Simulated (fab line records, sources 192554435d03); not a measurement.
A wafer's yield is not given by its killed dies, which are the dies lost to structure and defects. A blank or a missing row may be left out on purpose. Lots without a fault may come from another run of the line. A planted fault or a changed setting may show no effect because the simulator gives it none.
Chamber matching | flow n5-finfet | N5_BEOL_M8_STRIP_36 on rie-diel-03: 4 sister chambers
The step strips in N2/H2. 20 wafers are shown with their chamber, then 10 later ones without.

WAFERS WITH THEIR CHAMBER
wafer  | chamber | drypump-motor-current-A (A) | showerhead-plenum-p-Torr (Torr) | throttle-valve-pct (%)
L074.3 | 0       | 5.10                        | 2.61                            | 23.5
L074.4 | 3       | 5.96                        | 2.52                            | 23.5
L074.5 | 2       | 5.70                        | 2.56                            | 23.2
L077.1 | 2       | 5.72                        | 2.55                            | 23.2
L077.3 | 3       | 5.91                        | 2.52                            | 23.6
L077.6 | 3       | 5.90                        | 2.52                            | 23.6
L080.2 | 2       | 5.69                        | 2.55                            | 23.3
L080.4 | 3       | 5.90                        | 2.52                            | 23.6
L080.6 | 2       | 5.72                        | 2.55                            | 23.2
L081.2 | 0       | 5.09                        | 2.61                            | 23.1
L081.3 | 3       | 5.91                        | 2.51                            | 23.6
L081.4 | 1       | 5.24                        | 2.41                            | 23.1
L082.2 | 0       | 5.09                        | 2.61                            | 23.1
L082.3 | 3       | 5.92                        | 2.51                            | 23.6
L082.6 | 0       | 5.09                        | 2.61                            | 23.1
L084.1 | 0       | 5.10                        | 2.61                            | 23.1
L084.3 | 1       | 5.26                        | 2.40                            | 23.2
L084.6 | 3       | 5.94                        | 2.51                            | 23.6
L088.1 | 0       | 5.09                        | 2.60                            | 23.1
L088.4 | 3       | 5.92                        | 2.51                            | 23.6

SIGNATURES (means of the wafers above)
reading                  | chamber 0 | chamber 1 | chamber 2 | chamber 3 | scatter within a chamber
drypump-motor-current-A  | 5.0933    | 5.2500    | 5.7075    | 5.9200    | 0.0158
showerhead-plenum-p-Torr | 2.6083    | 2.4050    | 2.5525    | 2.5150    | 0.00505
throttle-valve-pct       | 23.167    | 23.150    | 23.225    | 23.588    | 0.0983
Rule: distance of a wafer from a chamber = root of the sum over the readings of ((wafer's reading minus chamber's mean) / reading's scatter) squared. The wafer belongs to the nearest chamber; if the next one is less than 2 further off, it can't be placed. The scatter: take each reading less its chamber's mean, square it, sum over the shown wafers, divide by the number of wafers less the number of chambers, and take the root.

WAFERS MISSING THEIR CHAMBER
wafer  | drypump-motor-current-A (A) | showerhead-plenum-p-Torr (Torr) | throttle-valve-pct (%)
L088.5 | 5.91                        | 2.51                            | 23.6
L093.3 | 5.12                        | 2.60                            | 23.1
L093.5 | 5.92                        | 2.50                            | 23.6
L093.6 | 5.08                        | 2.60                            | 23.1
L095.1 | 5.10                        | 2.60                            | 23.1
L095.2 | 5.23                        | 2.40                            | 23.2
L095.4 | 5.91                        | 2.50                            | 23.6
L096.1 | 5.70                        | 2.54                            | 23.3
L096.5 | 5.23                        | 2.39                            | 23.2
L096.6 | 5.68                        | 2.54                            | 23.3

EACH ONE'S CHAMBER
wafer  | from the rows above | in truth
L088.5 | 3                   | 3
L093.3 | 0                   | 0
L093.5 | 3                   | 3
L093.6 | 0                   | 0
L095.1 | 0                   | 0
L095.2 | 1                   | 1
L095.4 | 3                   | 3
L096.1 | 2                   | 2
L096.5 | 1                   | 1
L096.6 | 2                   | 2
10 of 10 placed correctly. From these rows, 0 cannot be placed. Placed wrongly: 0.
